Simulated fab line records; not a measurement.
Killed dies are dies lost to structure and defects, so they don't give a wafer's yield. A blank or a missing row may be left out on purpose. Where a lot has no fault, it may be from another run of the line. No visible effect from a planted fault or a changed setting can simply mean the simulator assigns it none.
The tool behind it: which one?	flow nand_harc	11 lots with 31 wafers sampled at 6 steps, on a route of 1159 steps

== WHAT THE GAUGES READ, wafer by wafer ==
NHARC_A_BLC_CD_MEAS_10: target cd 100 nm.
lot	measured	on	cd_nm (nm)
L519	day 19 11:07	cd_sem-01	100.3 99.6 100.5
L521	day 19 19:08	cd_sem-03	99.5 101.0 97.6
L522	day 19 21:11	cd_sem-02	99.7 99.5 99.8
L524	day 20 04:11	cd_sem-03	99.8 97.5
L523	day 20 04:48	cd_sem-03	100.9 97.8
L525	day 21 17:29	cd_sem-02	99.9 101.1 100.0
L530	day 22 19:42	cd_sem-03	99.9 100.4 100.1
L531	day 23 09:16	cd_sem-03	99.8 100.7 98.9
L535	day 23 10:09	cd_sem-03	101.7 100.9 100.3
L537	day 23 23:46	cd_sem-03	100.4 100.5 100.8
L538	day 24 00:38	cd_sem-03	100.2 100.6 99.8

NHARC_END_SORT_01.
lot	measured	on	killed_at_array	killed_at_other	killed_at_periphery	killed_dies	killed_open	killed_short
L524	day 22 08:08	prober-01	20 11	0 1	6 5	26 17	3 7	5 2
L523	day 22 08:14	prober-02	25 30	1 2	7 7	33 39	4 7	3 1
L531	day 25 18:07	prober-02	37 32 25	0 0 0	4 3 3	41 35 28	5 2 1	0 1 0

== EACH LOT AND THE TOOL THAT RAN IT (in order: tool; ch and the chambers of the sampled wafers; start) ==
lot	NHARC_A_CONTACT_ETCH_98	NHARC_A_CONTACT_ETCH_110	NHARC_A_BLC_EXPOSE_07	NHARC_A_BLC_STRIP_21
L519	rie_diel-08 ch 0,1,3, day 19 03:38 or earlier	rie_diel-08 ch 2,3, day 19 03:38	arfi_scanner-03 ch 0, day 19 10:59	rie_diel-04 ch 0,2,3, day 19 12:29
L521	rie_diel-13 ch 0,3, day 19 15:45 or earlier	rie_diel-13 ch 2,3, day 19 15:45	arfi_scanner-03 ch 0, day 19 18:59	rie_diel-04 ch 1,2,3, day 19 20:29
L522	rie_diel-13 ch 0,1,2, day 19 17:46 or earlier	rie_diel-11 ch 0,1,2, day 19 17:46	arfi_scanner-02 ch 0, day 19 21:02	rie_diel-04 ch 0,1,3, day 19 22:31
L524	rie_diel-11 ch 0,3, day 19 23:54 or earlier	rie_diel-08 ch 0,2, day 19 23:54	arfi_scanner-03 ch 0, day 20 04:02	rie_diel-02 ch 1, day 20 05:48
L523	rie_diel-08 ch 0,3, day 20 01:16 or earlier	rie_diel-08 ch 1,3, day 20 01:16	arfi_scanner-03 ch 0, day 20 04:40	rie_diel-02 ch 0,1, day 20 06:09
L525	rie_diel-13 ch 2,3, day 21 07:54 or earlier	rie_diel-13 ch 0,1,3, day 21 07:54	arfi_scanner-02 ch 0, day 21 17:21	rie_diel-04 ch 0,1,3, day 21 18:52
L530	rie_diel-08 ch 0,1,2, day 22 12:22 or earlier	rie_diel-13 ch 0,2,3, day 22 12:22	arfi_scanner-03 ch 0, day 22 19:34	rie_diel-04 ch 0,1,3, day 22 21:02
L531	rie_diel-08 ch 0,1, day 22 20:26 or earlier	rie_diel-08 ch 0,1,2, day 22 20:26	arfi_scanner-03 ch 0, day 23 09:07	rie_diel-04 ch 0,2, day 23 10:49
L535	rie_diel-13 ch 1,2,3, day 22 23:25 or earlier	rie_diel-13 ch 1,2,3, day 22 23:25	arfi_scanner-03 ch 0, day 23 10:01	rie_diel-12 ch 0,2,3, day 23 11:38
L537	rie_diel-08 ch 0,1,3, day 23 13:35 or earlier	rie_diel-08 ch 0,1,3, day 23 13:35	arfi_scanner-03 ch 0, day 23 23:37	rie_diel-02 ch 0,1,2, day 24 01:19
L538	rie_diel-13 ch 0,2,3, day 23 16:26 or earlier	rie_diel-13 ch 0,2,3, day 23 16:26	arfi_scanner-02 ch 0, day 24 00:30	rie_diel-04 ch 0,1,2, day 24 02:02
- NHARC_A_CONTACT_ETCH_98: etches the open film in C4F6/O2, target depth 20 nm, time 10 s.
- NHARC_A_CONTACT_ETCH_110: etches the open film in CF4/O2, target depth 50 nm, overetch 5 nm, time 27.5 s.
- NHARC_A_BLC_EXPOSE_07: exposes mask A BLC, target cd 100 nm.
- NHARC_A_BLC_STRIP_21: strips in O2.

== AS READ BY THE TOOLS THEMSELVES (means over the sampled wafers that have a number; for cases with no such wafer, the mark the record gives instead) ==
NHARC_A_CONTACT_ETCH_98.
lot	tool	drypump_motor_current_A (A)	oes_product_au (a.u.)	rf_vpp_V (V)	showerhead_plenum_p_Torr (Torr)	throttle_valve_pct (%)
L519	rie_diel-08	5.4	0.943	548	3.99	26.902
L521	rie_diel-13	5.3	0.937	545	3.84	26.905
L522	rie_diel-13	5.8	0.958	543	3.78	26.900
L524	rie_diel-11	5.3	0.980	542	3.69	26.911
L523	rie_diel-08	5.4	0.947	548	3.98	26.902
L525	rie_diel-13	6.0	0.956	553	4.16	26.900
L530	rie_diel-08	5.3	0.961	550	4.07	26.911
L531	rie_diel-08	5.6	1.004	550	4.11	26.904
L535	rie_diel-13	6.0	0.948	550	4.07	26.911
L537	rie_diel-08	5.4	0.944	548	3.96	26.909
L538	rie_diel-13	5.6	0.954	548	4.00	26.913

NHARC_A_CONTACT_ETCH_110.
lot	tool	cf4_flow_sccm (sccm)	drypump_motor_current_A (A)	oes_product_au (a.u.)	rf_vpp_V (V)	showerhead_plenum_p_Torr (Torr)	throttle_valve_pct (%)
L519	rie_diel-08	80.19	5.0	0.988	197.4	1.32	13.402
L521	rie_diel-13	80.08	5.8	1.011	198.3	1.33	13.399
L522	rie_diel-11	80.19	6.1	0.993	196.8	1.28	13.402
L524	rie_diel-08	79.88	5.3	0.998	199.4	1.41	13.386
L523	rie_diel-08	80.04	5.2	1.008	197.3	1.31	13.396
L525	rie_diel-13	79.90	5.6	1.000	198.0	1.33	13.403
L530	rie_diel-13	79.88	5.6	1.011	199.3	1.36	13.403
L531	rie_diel-08	80.15	5.3	0.992	198.6	1.39	13.391
L535	rie_diel-13	80.11	5.9	0.995	198.7	1.39	13.409
L537	rie_diel-08	80.03	5.4	0.998	198.7	1.35	13.399
L538	rie_diel-13	80.00	5.6	1.016	198.7	1.36	13.389

NHARC_A_BLC_EXPOSE_07.
lot	tool	exposure_dose_mJ_cm2	focus_offset_nm (nm)
L519	arfi_scanner-03	67.91	0.7
L521	arfi_scanner-03	67.84	-0.2
L522	arfi_scanner-02	67.94	0.2
L524	arfi_scanner-03	67.81	0.0
L523	arfi_scanner-03	67.89	0.2
L525	arfi_scanner-02	67.98	0.4
L530	arfi_scanner-03	67.94	0.5
L531	arfi_scanner-03	67.93	0.1
L535	arfi_scanner-03	67.92	-0.1
L537	arfi_scanner-03	67.85	0.0
L538	arfi_scanner-02	67.92	-0.1

NHARC_A_BLC_STRIP_21.
lot	tool	drypump_motor_current_A (A)	oes_product_au (a.u.)	rf_vpp_V (V)	showerhead_plenum_p_Torr (Torr)	throttle_valve_pct (%)
L519	rie_diel-04	5.9	1.005	57.6	3.66	17.043
L521	rie_diel-04	5.7	1.002	57.8	3.65	17.039
L522	rie_diel-04	5.7	1.016	58.3	3.65	17.032
L524	rie_diel-02	6.1	1.002	57.0	3.32	17.034
L523	rie_diel-02	5.8	1.000	57.3	3.44	17.044
L525	rie_diel-04	5.7	1.018	57.4	3.65	17.045
L530	rie_diel-04	5.7	1.011	57.7	3.65	17.031
L531	rie_diel-04	5.8	1.001	58.6	3.76	17.038
L535	rie_diel-12	5.9	1.010	56.2	3.42	17.035
L537	rie_diel-02	5.7	0.996	57.1	3.45	17.039
L538	rie_diel-04	5.6	1.013	57.3	3.74	17.030

== THE ANSWER, worked out from the rows above alone ==
Rule: the lots themselves supply what counts as usual. Put in order of their means at a reading, lots are off if they are a third of the lots or fewer, leave a main group of 4 or more, and stand apart from it by a gap of 3 or more times the standard deviation of the main group's means; of several such gaps the widest counts. A main group is skipped when, at the precision printed for the reading in the tables above, its means are all equal. A lot without any number at a reading at which 4 lots or more have one is off too. Where the step has rows for the other lots, those lots are counted as sound. First the gauges in route order, then the tools' own readings, where a lot's mean is used as printed above. At the first step where some lot is off, the reading lying furthest off is the one used; lots without a number count as furthest.
No lot is off on any of the readings shown, so nothing can be concluded from this.

== WHAT THE SIMULATOR PUT IN ==
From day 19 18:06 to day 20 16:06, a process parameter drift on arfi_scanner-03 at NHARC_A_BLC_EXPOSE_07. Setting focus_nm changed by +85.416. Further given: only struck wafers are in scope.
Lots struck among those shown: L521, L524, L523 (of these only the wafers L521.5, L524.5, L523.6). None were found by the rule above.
